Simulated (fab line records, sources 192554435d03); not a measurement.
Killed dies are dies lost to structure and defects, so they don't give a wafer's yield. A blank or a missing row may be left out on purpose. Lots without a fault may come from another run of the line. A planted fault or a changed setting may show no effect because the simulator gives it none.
Split-lot experiment | flow n5_finfet | 7 lots, 39 wafers read, on a route of 1938 steps

THE SPLIT
At N5_MOL_CONTACT_COAG_ALD_123 (deposits SiNx, target thk 5 nm, pulse time 1 s, purge time 2 s), the setting ald_cycles was moved away from the recipe's 100 on 18 of the 39 wafers read, by -11.0% to +12.0%. The other wafers ran this setting at the recipe's value.

FROM THE SPLIT TO THE READING: what the file shows between them, 5 steps
- N5_MOL_CONTACT_COAG_ETCH_67: etches SOC in N2/H2, target depth 60 nm, overetch 21 nm, time 101.2 s (also split here: source_w)
- N5_MOL_CONTACT_COAG_STRIP_68: strips in N2/H2
- N5_MOL_CONTACT_COAG_STRIP_69: strips in N2/H2
- N5_MOL_CONTACT_COAG_STRIP_120: strips in CHF3
- N5_MOL_CONTACT_COAG_VIA_ETCH_117: etches SiO2 in C4F6/O2, target depth 40 nm, overetch 8 nm, time 26 s

THE READING
etch.depth_nm (the simulator's own value, which no gauge read), in nm, at N5_MOL_CONTACT_COAG_ETCH_124 (etches SiNx in CH3F/O2, stops on SiOC, target depth 6.5 nm). The file gives no usual value for it. The 21 wafers here that ran the recipe average 4.996 nm, standard deviation 0.021 nm.

wafer  | tool, chamber at the split | ald_cycles as run | against the recipe | etch.depth_nm, nm | against lot-mates on the recipe
L080.1 | ald_sin-03, 1,1,0          | 108               | +8.0%              | 5.414             | +0.405
L080.2 | ald_sin-03, 0,3,2          | 100               | recipe             | 5.008             | -
L080.3 | ald_sin-03, 0,3,2          | 100               | recipe             | 5.023             | -
L080.4 | ald_sin-03, 0,3,2          | 100               | recipe             | 4.996             | -
L080.5 | ald_sin-03, 1,1,0          | 108               | +8.0%              | 5.41              | +0.401
L080.6 | ald_sin-03, 1,1,0          | 108               | +8.0%              | 5.413             | +0.404
L081.1 | ald_sin-04, 3,0,2          | 89                | -11.0%             | 4.433             | -0.558
L081.2 | ald_sin-04, 2,1,1          | 100               | recipe             | 4.984             | -
L081.3 | ald_sin-04, 2,1,1          | 100               | recipe             | 4.989             | -
L081.4 | ald_sin-04, 3,0,2          | 89                | -11.0%             | 4.477             | -0.514
L081.5 | ald_sin-04, 3,0,2          | 89                | -11.0%             | 4.409             | -0.582
L081.6 | ald_sin-04, 2,1,1          | 100               | recipe             | 4.999             | -
L083.1 | ald_sin-03, 1,0,2          | 89                | -11.0%             | 4.466             | -0.525
L083.2 | ald_sin-03, 2,3,3          | 100               | recipe             | 4.978             | -
L083.3 | ald_sin-03, 2,3,3          | 100               | recipe             | 5.006             | -
L083.4 | ald_sin-03, 1,0,2          | 89                | -11.0%             | 4.432             | -0.559
L083.5 | ald_sin-03, 2,3,3          | 100               | recipe             | 4.988             | -
L083.6 | ald_sin-03, 1,0,2          | 89                | -11.0%             | 4.419             | -0.572
L084.1 | ald_sin-04, 3,0,2          | 108               | +8.0%              | 5.423             | +0.431
L084.2 | ald_sin-04, 1,2,3          | 100               | recipe             | 4.995             | -
L084.3 | ald_sin-04, 3,0,2          | 108               | +8.0%              | 5.427             | +0.435
L084.4 | ald_sin-04, 3,0,2          | 108               | +8.0%              | 5.351             | +0.359
L084.5 | ald_sin-04, 1,2,3          | 100               | recipe             | 4.983             | -
L084.6 | ald_sin-04, 1,2,3          | 100               | recipe             | 4.997             | -
L088.3 | ald_sin-02, 0,3,2          | 100               | recipe             | 5.01              | -
L088.4 | ald_sin-02, 0,3,2          | 100               | recipe             | 5.027             | -
L088.5 | ald_sin-02, 0,3,2          | 100               | recipe             | 5.053             | -
L093.1 | ald_sin-03, 0,0,1          | 112               | +12.0%             | 5.571             | +0.580
L093.2 | ald_sin-03, 1,3,2          | 100               | recipe             | 4.985             | -
L093.3 | ald_sin-03, 1,3,2          | 100               | recipe             | 4.982             | -
L093.4 | ald_sin-03, 1,3,2          | 100               | recipe             | 5.006             | -
L093.5 | ald_sin-03, 0,0,1          | 112               | +12.0%             | 5.551             | +0.560
L093.6 | ald_sin-03, 0,0,1          | 112               | +12.0%             | 5.559             | +0.568
L096.1 | ald_sin-03, 1,2,3          | 109               | +9.0%              | 5.448             | +0.482
L096.2 | ald_sin-03, 1,2,3          | 109               | +9.0%              | 5.439             | +0.473
L096.3 | ald_sin-03, 3,0,0          | 100               | recipe             | 4.965             | -
L096.4 | ald_sin-03, 3,0,0          | 100               | recipe             | 4.965             | -
L096.5 | ald_sin-03, 3,0,0          | 100               | recipe             | 4.967             | -
L096.6 | ald_sin-03, 1,2,3          | 109               | +9.0%              | 5.423             | +0.457
Where a row lists several chambers, the file gives one row for several wafers and doesn't say which wafer went through which chamber.

THE FIT
A straight line over all 39 wafers: etch.depth_nm changes by +0.0497 nm for each +1% of ald_cycles; r = +1.00; the points scatter about the line by 0.024 nm.
The same after taking each lot's own level away (the mean of its wafers on the recipe; 39 wafers): +0.0499 nm for each +1%; r = +1.00; scatter 0.02 nm.
On that fit, the largest move of ald_cycles shifts the reading by 0.6 nm.
The lots' own levels span 4.9657 to 5.0300 nm, that is 3.1 times the standard deviation above.
So the lot-to-lot level changes the slope little: the two slopes agree.
Check: with one of the wafers moved furthest among these (+12.0%) left out of the fit, the line predicts +0.601 nm for it against its lot-mates. It came out at +0.58 nm against them.

OTHER SPLITS ON THESE WAFERS
These wafers also went through other splits before the reading. Each is held against what the fit with the lots' levels taken away leaves over:
other split on the same wafers       | wafers away from the commonest value | r with etch.depth_nm (lot level and that fit taken away)
N5_FIN_SAQP_HM_DEP_72 target_thk_a   | 18                                   | +0.15
N5_DUMMY_GATE_ETCH_37 source_w       | 15                                   | +0.33
N5_DUMMY_GATE_ETCH_32 time_s         | 15                                   | +0.34
N5_HKMG_FIN_ETCH_54 source_w         | 15                                   | +0.08
N5_GATE_CUT_ETCH_37 bias_w           | 15                                   | +0.13
N5_MOL_CONTACT_COAG_ETCH_67 source_w | 9                                    | +0.02

THE WHOLE CHAIN: every reading that the file lists as answering this split, in the file's order
step                         | what it does                                                   | reading                                                                                  | change (the file's fit)                | r (the file's)
N5_MOL_CONTACT_COAG_ALD_123  | deposits SiNx, target thk 5 nm, pulse time 1 s, purge time 2 s | SiNx_of_MOL_CONTACT_COAG_ALD_123.thk_nm (the simulator's own value, which no gauge read) | +0.0511 nm for each +1% of the setting | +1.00
N5_MOL_CONTACT_COAG_ETCH_124 | etches SiNx in CH3F/O2, stops on SiOC, target depth 6.5 nm     | etch.depth_nm (the simulator's own value, which no gauge read)                           | +0.0499 nm for each +1% of the setting | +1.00

THE FILE'S OWN FIT
etch.depth_nm changes by +0.0499 nm for each +1% of ald_cycles, r = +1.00.
